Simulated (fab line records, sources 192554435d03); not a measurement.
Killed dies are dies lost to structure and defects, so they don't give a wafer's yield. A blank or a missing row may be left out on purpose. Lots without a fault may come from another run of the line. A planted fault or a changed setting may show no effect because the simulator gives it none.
Tool commonality check | flow n5_finfet | 11 lots, 29 wafers sampled

WHY IT WAS OPENED
At N5_BEOL_M4_INSPECT_59 the reading raw_defect_count is flagged on 2 of 11 lots. Wafers without a fault read 67, standard deviation 22.
Rule: a lot is flagged when every wafer of it that has a number lies more than 4 standard deviations from that mean, or none has a number. The other lots count as sound.

lot  | measured     | on                | raw_defect_count, wafer by wafer | flag
L509 | day 8 12:27  | defect_inspect-01 | 41 48                            |
L510 | day 8 18:02  | defect_inspect-01 | 51 71                            |
L512 | day 9 05:53  | defect_inspect-01 | 75 61                            |
L513 | day 9 09:35  | defect_inspect-01 | 55 45                            |
L515 | day 10 03:10 | defect_inspect-01 | 72 94 78                         |
L516 | day 10 03:43 | defect_inspect-02 | 75 94 106                        |
L521 | day 11 05:13 | defect_inspect-02 | 1165 1072 1144                   | FLAGGED
L522 | day 12 03:29 | defect_inspect-01 | 1099 1130 1099                   | FLAGGED
L529 | day 13 04:10 | defect_inspect-02 | 59 59 77                         |
L531 | day 13 09:16 | defect_inspect-01 | 80 63 102                        |
L532 | day 14 06:26 | defect_inspect-01 | 50 58 44                         |
The numbers of the flagged lots are 1118 on average: +1051 against the usual, or +48 standard deviations.

WHICH TOOL RAN EACH LOT
The record holds 4 process steps before the reading, out of a route of 1938 steps. In each cell: the tool, then ch and the chambers that the sampled wafers went through, then the start.
lot  | flag    | N5_BEOL_M4_ANNEAL_87         | N5_BEOL_M4_SPUTTER_88        | N5_BEOL_M4_SPUTTER_90        | N5_BEOL_M4_PRE_CLEAN_60
L509 |         | pvd_sputter-01, day 8 10:22  | pvd_sputter-01, day 8 10:30  | pvd_sputter-01, day 8 10:43  | cvd_co-01 ch 0,1, day 8 12:12
L510 |         | pvd_sputter-02, day 8 15:56  | pvd_sputter-02, day 8 16:05  | pvd_sputter-02, day 8 16:18  | cvd_co-02 ch 0,1, day 8 17:47
L512 |         | pvd_sputter-03, day 9 03:48  | pvd_sputter-03, day 9 03:56  | pvd_sputter-03, day 9 04:10  | cvd_co-01 ch 0,2, day 9 05:38
L513 |         | pvd_sputter-02, day 9 07:19  | pvd_sputter-02, day 9 07:28  | pvd_sputter-02, day 9 07:41  | cvd_co-01 ch 0,2, day 9 09:20
L515 |         | pvd_sputter-02, day 10 01:04 | pvd_sputter-02, day 10 01:13 | pvd_sputter-02, day 10 01:26 | cvd_co-02 ch 0,2, day 10 02:55
L516 |         | pvd_sputter-01, day 10 01:37 | pvd_sputter-01, day 10 01:46 | pvd_sputter-01, day 10 01:59 | cvd_co-02 ch 1,2, day 10 03:28
L521 | FLAGGED | pvd_sputter-02, day 11 03:04 | pvd_sputter-02, day 11 03:12 | pvd_sputter-02, day 11 03:25 | cvd_co-01 ch 0,1,2, day 11 04:56
L522 | FLAGGED | pvd_sputter-01, day 12 00:41 | pvd_sputter-01, day 12 00:49 | pvd_sputter-01, day 12 01:02 | cvd_co-01 ch 0,1, day 12 03:14
L529 |         | pvd_sputter-02, day 13 02:04 | pvd_sputter-02, day 13 02:13 | pvd_sputter-02, day 13 02:26 | cvd_co-02 ch 0,2, day 13 03:55
L531 |         | pvd_sputter-01, day 13 06:55 | pvd_sputter-01, day 13 07:04 | pvd_sputter-01, day 13 07:17 | cvd_co-02 ch 0,1,2, day 13 09:01
L532 |         | pvd_sputter-03, day 14 04:20 | pvd_sputter-03, day 14 04:28 | pvd_sputter-03, day 14 04:41 | cvd_co-02 ch 0,2, day 14 06:11
What these steps do:
- N5_BEOL_M4_ANNEAL_87: time 240 s.
- N5_BEOL_M4_SPUTTER_88: material Cu, target thk 4.5 nm, time 8.29 s.
- N5_BEOL_M4_SPUTTER_90: material Cu, target thk 4.5 nm, time 8.29 s.
- N5_BEOL_M4_PRE_CLEAN_60: time 15 s.
- N5_BEOL_M4_INSPECT_59: inspects for defects (darkfield).

FLAGGED OVER TOTAL, TOOL BY TOOL (the gauges that took the reading come last)
step                    | tool              | lots run | flagged | share of the flagged lots | sound lots run after its first flagged lot
N5_BEOL_M4_ANNEAL_87    | pvd_sputter-01    | 4        | 1       | some                      | 1 (L531)
N5_BEOL_M4_ANNEAL_87    | pvd_sputter-02    | 5        | 1       | some                      | 1 (L529)
N5_BEOL_M4_ANNEAL_87    | pvd_sputter-03    | 2        | 0       | none                      | -
N5_BEOL_M4_SPUTTER_88   | pvd_sputter-01    | 4        | 1       | some                      | 1 (L531)
N5_BEOL_M4_SPUTTER_88   | pvd_sputter-02    | 5        | 1       | some                      | 1 (L529)
N5_BEOL_M4_SPUTTER_88   | pvd_sputter-03    | 2        | 0       | none                      | -
N5_BEOL_M4_SPUTTER_90   | pvd_sputter-01    | 4        | 1       | some                      | 1 (L531)
N5_BEOL_M4_SPUTTER_90   | pvd_sputter-02    | 5        | 1       | some                      | 1 (L529)
N5_BEOL_M4_SPUTTER_90   | pvd_sputter-03    | 2        | 0       | none                      | -
N5_BEOL_M4_PRE_CLEAN_60 | cvd_co-01         | 5        | 2       | all                       | 0
N5_BEOL_M4_PRE_CLEAN_60 | cvd_co-02         | 6        | 0       | none                      | -
N5_BEOL_M4_INSPECT_59   | defect_inspect-01 | 8        | 1       | some                      | 2 (L531,L532)
N5_BEOL_M4_INSPECT_59   | defect_inspect-02 | 3        | 1       | some                      | 1 (L529)

WHAT THE TABLE ALLOWS
1 row of the table ran every flagged lot: cvd_co-01 at N5_BEOL_M4_PRE_CLEAN_60.
- cvd_co-01 at N5_BEOL_M4_PRE_CLEAN_60: 2 of its 5 lots flagged. Its last sound lot is L513 (day 9 09:20), its first flagged lot L521 (day 11 04:56): a fault that began between those two fits.
One tool is left: cvd_co-01 at N5_BEOL_M4_PRE_CLEAN_60.

WHAT THE SIMULATOR HAD PUT IN
Chamber particle source: cvd_co-01, from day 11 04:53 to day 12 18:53, at N5_BEOL_M4_PRE_CLEAN_60. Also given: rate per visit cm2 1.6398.
Lots struck among those shown: L521, L522. The rule above found the same.
